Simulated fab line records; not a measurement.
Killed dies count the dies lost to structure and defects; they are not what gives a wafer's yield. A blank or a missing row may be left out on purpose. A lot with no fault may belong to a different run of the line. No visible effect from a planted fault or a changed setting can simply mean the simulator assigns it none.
Which tool did it?    flow n5-finfet    24 lots with 72 wafers sampled at 6 steps, on a route of 1938 steps

WHAT THE GAUGES SHOWED, per wafer
N5_BEOL_M2_THK_MEAS_53: measures by xrf. Usual: M2_THK gives 38.7 nm (standard deviation 1.8).
lot   measured      on             M2_THK (nm)     flag
L074  day 7 00:44   film-metro-01  40.8 39.4 39.3  
L076  day 7 05:53   film-metro-01  40.6 40.6 40.4  
L075  day 7 10:41   film-metro-02  39.2 37.5 38.5  
L077  day 7 16:23   film-metro-01  39.3 36.6 39.0  
L078  day 8 01:40   film-metro-01  40.1 40.4 38.8  
L079  day 8 06:14   film-metro-02  39.5 38.9 35.0  
L080  day 8 11:34   film-metro-02  38.5 39.5 39.7  
L081  day 8 13:25   film-metro-02  41.5 37.2 40.9  
L082  day 8 22:29   film-metro-01  38.4 37.2 39.6  
L083  day 9 03:48   film-metro-02  42.7 38.5 38.5  
L084  day 9 05:44   film-metro-01  38.1 37.5 36.7  
L085  day 9 23:29   film-metro-02  36.6 36.5 35.7  
L086  day 9 23:32   film-metro-01  41.1 38.8 42.0  
L088  day 10 06:25  film-metro-01  41.0 39.8 37.3  
L087  day 10 08:01  film-metro-02  37.6 41.3 39.9  
L089  day 10 13:04  film-metro-01  37.2 38.4 39.4  
L091  day 10 22:43  film-metro-02  38.2 39.4 37.2  
L090  day 10 23:11  film-metro-02  38.7 41.9 38.3  
L093  day 11 14:25  film-metro-02  38.2 39.3 38.6  
L092  day 12 08:41  film-metro-01  38.5 36.3 37.8  
L094  day 12 09:34  film-metro-01  36.8 37.6 36.9  
L095  day 12 11:53  film-metro-02  35.7 36.3 39.0  
L096  day 12 18:41  film-metro-02  39.6 39.6 41.2  
L097  day 12 23:18  film-metro-01  37.8 41.8 41.1  

WHICH TOOL RAN EACH LOT (tool, then ch and the chambers of the sampled wafers, then the start)
lot   N5_BEOL_M2_ANNEAL_80          N5_BEOL_M2_SPUTTER_86         N5_BEOL_M2_ANNEAL_87          N5_BEOL_M2_SPUTTER_96         N5_BEOL_M2_ANNEAL_51
L074  pvd-sputter-02, day 6 22:29   pvd-sputter-02, day 6 22:50   pvd-sputter-02, day 6 22:55   pvd-sputter-02, day 6 23:56   rtp-anneal-01 ch 0, day 7 00:13
L076  pvd-sputter-01, day 7 03:37   pvd-sputter-01, day 7 03:59   pvd-sputter-01, day 7 04:04   pvd-sputter-01, day 7 05:05   rtp-anneal-01 ch 0, day 7 05:17
L075  pvd-sputter-02, day 7 08:26   pvd-sputter-02, day 7 08:48   pvd-sputter-02, day 7 08:53   pvd-sputter-02, day 7 09:54   rtp-anneal-01 ch 0, day 7 10:08
L077  pvd-sputter-01, day 7 14:00   pvd-sputter-01, day 7 14:22   pvd-sputter-01, day 7 14:26   pvd-sputter-01, day 7 15:28   rtp-anneal-01 ch 0, day 7 15:49
L078  pvd-sputter-02, day 7 22:58   pvd-sputter-02, day 7 23:41   pvd-sputter-02, day 7 23:51   pvd-sputter-02, day 8 00:52   rtp-anneal-02 ch 0, day 8 01:10
L079  pvd-sputter-01, day 8 03:59   pvd-sputter-01, day 8 04:21   pvd-sputter-01, day 8 04:26   pvd-sputter-01, day 8 05:27   rtp-anneal-02 ch 0, day 8 05:39
L080  pvd-sputter-01, day 8 09:15   pvd-sputter-01, day 8 09:37   pvd-sputter-01, day 8 09:41   pvd-sputter-01, day 8 10:43   rtp-anneal-01 ch 0, day 8 10:58
L081  pvd-sputter-03, day 8 10:58   pvd-sputter-03, day 8 11:19   pvd-sputter-03, day 8 11:24   pvd-sputter-03, day 8 12:25   rtp-anneal-02 ch 0, day 8 12:52
L082  pvd-sputter-01, day 8 20:14   pvd-sputter-01, day 8 20:36   pvd-sputter-01, day 8 20:41   pvd-sputter-01, day 8 21:42   rtp-anneal-01 ch 0, day 8 21:56
L083  pvd-sputter-03, day 9 01:32   pvd-sputter-03, day 9 01:54   pvd-sputter-03, day 9 01:59   pvd-sputter-03, day 9 03:00   rtp-anneal-01 ch 0, day 9 03:12
L084  pvd-sputter-03, day 9 03:29   pvd-sputter-03, day 9 03:51   pvd-sputter-03, day 9 03:56   pvd-sputter-03, day 9 04:57   rtp-anneal-02 ch 0, day 9 05:08
L085  pvd-sputter-02, day 9 21:14   pvd-sputter-02, day 9 21:35   pvd-sputter-02, day 9 21:40   pvd-sputter-02, day 9 22:41   rtp-anneal-01 ch 0, day 9 23:01
L086  pvd-sputter-03, day 9 21:17   pvd-sputter-03, day 9 21:38   pvd-sputter-03, day 9 21:43   pvd-sputter-03, day 9 22:44   rtp-anneal-02 ch 0, day 9 22:59
L088  pvd-sputter-02, day 10 04:10  pvd-sputter-02, day 10 04:32  pvd-sputter-02, day 10 04:37  pvd-sputter-02, day 10 05:38  rtp-anneal-02 ch 0, day 10 05:50
L087  pvd-sputter-03, day 10 05:45  pvd-sputter-03, day 10 06:07  pvd-sputter-03, day 10 06:11  pvd-sputter-03, day 10 07:13  rtp-anneal-02 ch 0, day 10 07:24
L089  pvd-sputter-01, day 10 10:48  pvd-sputter-01, day 10 11:10  pvd-sputter-01, day 10 11:14  pvd-sputter-01, day 10 12:16  rtp-anneal-01 ch 0, day 10 12:28
L091  pvd-sputter-03, day 10 20:28  pvd-sputter-03, day 10 20:49  pvd-sputter-03, day 10 20:54  pvd-sputter-03, day 10 21:55  rtp-anneal-01 ch 0, day 10 22:13
L090  pvd-sputter-02, day 10 20:55  pvd-sputter-02, day 10 21:17  pvd-sputter-02, day 10 21:22  pvd-sputter-02, day 10 22:23  rtp-anneal-01 ch 0, day 10 22:38
L093  pvd-sputter-02, day 11 12:10  pvd-sputter-02, day 11 12:31  pvd-sputter-02, day 11 12:36  pvd-sputter-02, day 11 13:37  rtp-anneal-02 ch 0, day 11 13:49
L092  pvd-sputter-01, day 12 06:10  pvd-sputter-01, day 12 06:31  pvd-sputter-01, day 12 06:36  pvd-sputter-01, day 12 07:37  rtp-anneal-01 ch 0, day 12 07:55
L094  pvd-sputter-03, day 12 07:11  pvd-sputter-03, day 12 07:33  pvd-sputter-03, day 12 07:38  pvd-sputter-03, day 12 08:39  rtp-anneal-02 ch 0, day 12 08:58
L095  pvd-sputter-03, day 12 09:38  pvd-sputter-03, day 12 10:00  pvd-sputter-03, day 12 10:05  pvd-sputter-03, day 12 11:06  rtp-anneal-02 ch 0, day 12 11:23
L096  pvd-sputter-02, day 12 16:05  pvd-sputter-02, day 12 16:26  pvd-sputter-02, day 12 16:31  pvd-sputter-02, day 12 17:32  rtp-anneal-01 ch 0, day 12 17:55
L097  pvd-sputter-01, day 12 19:25  pvd-sputter-01, day 12 19:47  pvd-sputter-01, day 12 19:52  pvd-sputter-01, day 12 20:53  rtp-anneal-02 ch 0, day 12 22:45
- N5_BEOL_M2_ANNEAL_80: time 240 s.
- N5_BEOL_M2_SPUTTER_86: material Cu, target thk 4.5 nm, time 8.29 s.
- N5_BEOL_M2_ANNEAL_87: time 240 s.
- N5_BEOL_M2_SPUTTER_96: material Cu, target thk 4.5 nm, time 8.29 s.
- N5_BEOL_M2_ANNEAL_51: time 90 s.

WHAT THE TOOLS THEMSELVES READ (means of the sampled wafers that have a number; where no wafer has one, the mark that the record gives instead)
N5_BEOL_M2_ANNEAL_80. Usual: 824 W for heater-power-w, sd 88.
lot   tool            heater-power-w (W)  flag
L074  pvd-sputter-02  888                 
L076  pvd-sputter-01  719                 
L075  pvd-sputter-02  866                 
L077  pvd-sputter-01  807                 
L078  pvd-sputter-02  860                 
L079  pvd-sputter-01  802                 
L080  pvd-sputter-01  720                 
L081  pvd-sputter-03  820                 
L082  pvd-sputter-01  787                 
L083  pvd-sputter-03  804                 
L084  pvd-sputter-03  875                 
L085  pvd-sputter-02  909                 
L086  pvd-sputter-03  821                 
L088  pvd-sputter-02  890                 
L087  pvd-sputter-03  845                 
L089  pvd-sputter-01  715                 
L091  pvd-sputter-03  830                 
L090  pvd-sputter-02  891                 
L093  pvd-sputter-02  842                 
L092  pvd-sputter-01  786                 
L094  pvd-sputter-03  818                 
L095  pvd-sputter-03  829                 
L096  pvd-sputter-02  876                 
L097  pvd-sputter-01  802                 

N5_BEOL_M2_SPUTTER_86. Usual: 30.1 % for throttle-valve-pct, sd 1.4.
lot   tool            throttle-valve-pct (%)  flag
L074  pvd-sputter-02  30.0                    
L076  pvd-sputter-01  29.4                    
L075  pvd-sputter-02  30.1                    
L077  pvd-sputter-01  28.2                    
L078  pvd-sputter-02  30.2                    
L079  pvd-sputter-01  28.3                    
L080  pvd-sputter-01  29.3                    
L081  pvd-sputter-03  31.4                    
L082  pvd-sputter-01  28.3                    
L083  pvd-sputter-03  31.5                    
L084  pvd-sputter-03  31.1                    
L085  pvd-sputter-02  30.0                    
L086  pvd-sputter-03  31.4                    
L088  pvd-sputter-02  30.6                    
L087  pvd-sputter-03  31.6                    
L089  pvd-sputter-01  29.0                    
L091  pvd-sputter-03  31.5                    
L090  pvd-sputter-02  30.2                    
L093  pvd-sputter-02  30.7                    
L092  pvd-sputter-01  27.6                    
L094  pvd-sputter-03  31.6                    
L095  pvd-sputter-03  31.3                    
L096  pvd-sputter-02  30.6                    
L097  pvd-sputter-01  28.6                    

N5_BEOL_M2_ANNEAL_87. Usual: 823 W for heater-power-w, sd 86.
lot   tool            heater-power-w (W)  flag
L074  pvd-sputter-02  888                 
L076  pvd-sputter-01  728                 
L075  pvd-sputter-02  861                 
L077  pvd-sputter-01  809                 
L078  pvd-sputter-02  862                 
L079  pvd-sputter-01  795                 
L080  pvd-sputter-01  735                 
L081  pvd-sputter-03  833                 
L082  pvd-sputter-01  788                 
L083  pvd-sputter-03  800                 
L084  pvd-sputter-03  875                 
L085  pvd-sputter-02  921                 
L086  pvd-sputter-03  826                 
L088  pvd-sputter-02  851                 
L087  pvd-sputter-03  845                 
L089  pvd-sputter-01  710                 
L091  pvd-sputter-03  836                 
L090  pvd-sputter-02  903                 
L093  pvd-sputter-02  824                 
L092  pvd-sputter-01  799                 
L094  pvd-sputter-03  828                 
L095  pvd-sputter-03  820                 
L096  pvd-sputter-02  880                 
L097  pvd-sputter-01  798                 

N5_BEOL_M2_SPUTTER_96. Usual: 30.1 % for throttle-valve-pct, sd 1.4.
lot   tool            throttle-valve-pct (%)  flag
L074  pvd-sputter-02  30.0                    
L076  pvd-sputter-01  29.4                    
L075  pvd-sputter-02  30.1                    
L077  pvd-sputter-01  28.2                    
L078  pvd-sputter-02  30.2                    
L079  pvd-sputter-01  28.1                    
L080  pvd-sputter-01  29.3                    
L081  pvd-sputter-03  31.5                    
L082  pvd-sputter-01  28.2                    
L083  pvd-sputter-03  31.4                    
L084  pvd-sputter-03  31.3                    
L085  pvd-sputter-02  30.2                    
L086  pvd-sputter-03  31.4                    
L088  pvd-sputter-02  30.6                    
L087  pvd-sputter-03  31.5                    
L089  pvd-sputter-01  29.1                    
L091  pvd-sputter-03  31.2                    
L090  pvd-sputter-02  30.3                    
L093  pvd-sputter-02  30.7                    
L092  pvd-sputter-01  27.7                    
L094  pvd-sputter-03  31.5                    
L095  pvd-sputter-03  31.5                    
L096  pvd-sputter-02  30.8                    
L097  pvd-sputter-01  28.7                    

N5_BEOL_M2_ANNEAL_51. Usual: 226.05 for wafer_temp_C_max, sd 0.26.
lot   tool           wafer_temp_C_max  flag
L074  rtp-anneal-01  226.02            
L076  rtp-anneal-01  226.40            
L075  rtp-anneal-01  225.88            
L077  rtp-anneal-01  225.97            
L078  rtp-anneal-02  226.10            
L079  rtp-anneal-02  226.30            
L080  rtp-anneal-01  226.03            
L081  rtp-anneal-02  225.99            
L082  rtp-anneal-01  225.97            
L083  rtp-anneal-01  225.78            
L084  rtp-anneal-02  226.15            
L085  rtp-anneal-01  226.01            
L086  rtp-anneal-02  226.09            
L088  rtp-anneal-02  226.00            
L087  rtp-anneal-02  226.32            
L089  rtp-anneal-01  225.72            
L091  rtp-anneal-01  225.73            
L090  rtp-anneal-01  226.06            
L093  rtp-anneal-02  226.08            
L092  rtp-anneal-01  225.90            
L094  rtp-anneal-02  226.25            
L095  rtp-anneal-02  226.36            
L096  rtp-anneal-01  226.13            
L097  rtp-anneal-02  225.88            

THE ANSWER, worked out from the rows above alone
Rule: lot off if the mean of its wafers having a number is beyond 3 standard deviations from the usual mean. A lot without any number at a reading at which 4 lots or more have one is off too. All remaining lots with rows at the step are treated as sound. First the gauges in route order, then the tools' own readings, where a lot's mean is used as printed above. At the first step where some lot is off, the reading lying furthest off is the one used; lots without a number count as furthest.
Across all readings shown, no lot is off: no conclusion can be drawn from this.

WHAT THE SIMULATOR HAD PUT IN
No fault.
